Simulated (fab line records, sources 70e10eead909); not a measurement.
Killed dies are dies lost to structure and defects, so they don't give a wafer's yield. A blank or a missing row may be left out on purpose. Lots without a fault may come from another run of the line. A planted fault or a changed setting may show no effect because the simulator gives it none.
Chamber matching | flow nand_harc | NHARC_P_M0_STRIP_18 on rie_diel-02: 4 sister chambers
The step strips in N2/H2. 20 wafers are shown with their chamber, then 10 later ones without.

WAFERS WITH THEIR CHAMBER
wafer  | chamber | drypump_motor_current_A (A) | oes_product_au (a.u.) | throttle_valve_pct (%)
L079.2 | 3       | 5.5                         | 0.999                 | 14.179
L079.3 | 1       | 6.0                         | 1.000                 | 14.159
L079.6 | 1       | 6.1                         | 1.005                 | 14.167
L087.2 | 3       | 5.5                         | 1.002                 | 14.174
L087.3 | 0       | 5.5                         | 0.993                 | 14.168
L087.5 | 2       | 6.1                         | 1.004                 | 14.179
L088.2 | 1       | 6.1                         | 1.001                 | 14.172
L088.4 | 2       | 6.1                         | 1.000                 | 14.152
L088.5 | 1       | 6.2                         | 1.003                 | 14.168
L088.1 | 3       | 5.5                         | 0.991                 | 14.182
L088.3 | 0       | 5.5                         | 1.000                 | 14.180
L088.6 | 2       | 6.1                         | 0.997                 | 14.177
L093.2 | 0       | 5.5                         | 0.995                 | 14.179
L093.3 | 1       | 6.1                         | 1.004                 | 14.176
L093.6 | 2       | 6.0                         | 1.005                 | 14.175
L092.1 | 2       | 6.0                         | 1.005                 | 14.178
L092.4 | 1       | 6.1                         | 1.002                 | 14.163
L092.6 | 2       | 6.0                         | 1.014                 | 14.158
L094.1 | 2       | 6.1                         | 1.002                 | 14.171
L094.3 | 3       | 5.5                         | 1.001                 | 14.178

SIGNATURES (means of the wafers above)
reading                 | chamber 0 | chamber 1 | chamber 2 | chamber 3 | scatter within a chamber
drypump_motor_current_A | 5.500     | 6.100     | 6.057     | 5.500     | 0.0482
oes_product_au          | 0.99600   | 1.00250   | 1.00386   | 0.99825   | 0.00425
throttle_valve_pct      | 14.17567  | 14.16750  | 14.17000  | 14.17825  | 0.00789
Rule: a wafer's distance from a chamber is the root of the sum, over the readings, of the square of ((its reading less the chamber's mean) divided by the reading's scatter). The wafer belongs to the nearest chamber; if the next one is less than 2 further off, it can't be placed. The scatter: the root of (the sum of the squares of (reading less its chamber's mean) over the shown wafers, divided by (wafers less chambers)).

WAFERS WITHOUT THEIR CHAMBER
wafer  | drypump_motor_current_A (A) | oes_product_au (a.u.) | throttle_valve_pct (%)
L094.5 | 5.5                         | 0.998                 | 14.161
L095.3 | 6.1                         | 1.006                 | 14.176
L095.5 | 6.0                         | 1.014                 | 14.178
L095.6 | 6.0                         | 1.006                 | 14.178
L097.2 | 6.1                         | 1.010                 | 14.166
L097.3 | 6.1                         | 1.000                 | 14.166
L097.5 | 6.1                         | 1.009                 | 14.169
L097.1 | 5.5                         | 1.004                 | 14.158
L097.4 | 5.5                         | 0.996                 | 14.167
L097.6 | 5.5                         | 0.998                 | 14.187

WHICH CHAMBER EACH WENT THROUGH
wafer  | from the rows above     | in truth
L094.5 | can't be placed: 0 or 3 | 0
L095.3 | can't be placed: 2 or 1 | 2
L095.5 | can't be placed: 2 or 1 | 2
L095.6 | can't be placed: 2 or 1 | 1
L097.2 | can't be placed: 2 or 1 | 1
L097.3 | can't be placed: 1 or 2 | 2
L097.5 | can't be placed: 2 or 1 | 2
L097.1 | can't be placed: 3 or 0 | 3
L097.4 | can't be placed: 0 or 3 | 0
L097.6 | can't be placed: 3 or 0 | 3
Placed correctly: 0 of 10. Can't be placed from these rows: 10 (the true chamber is among the candidates in 10). Placed wrongly: 0.
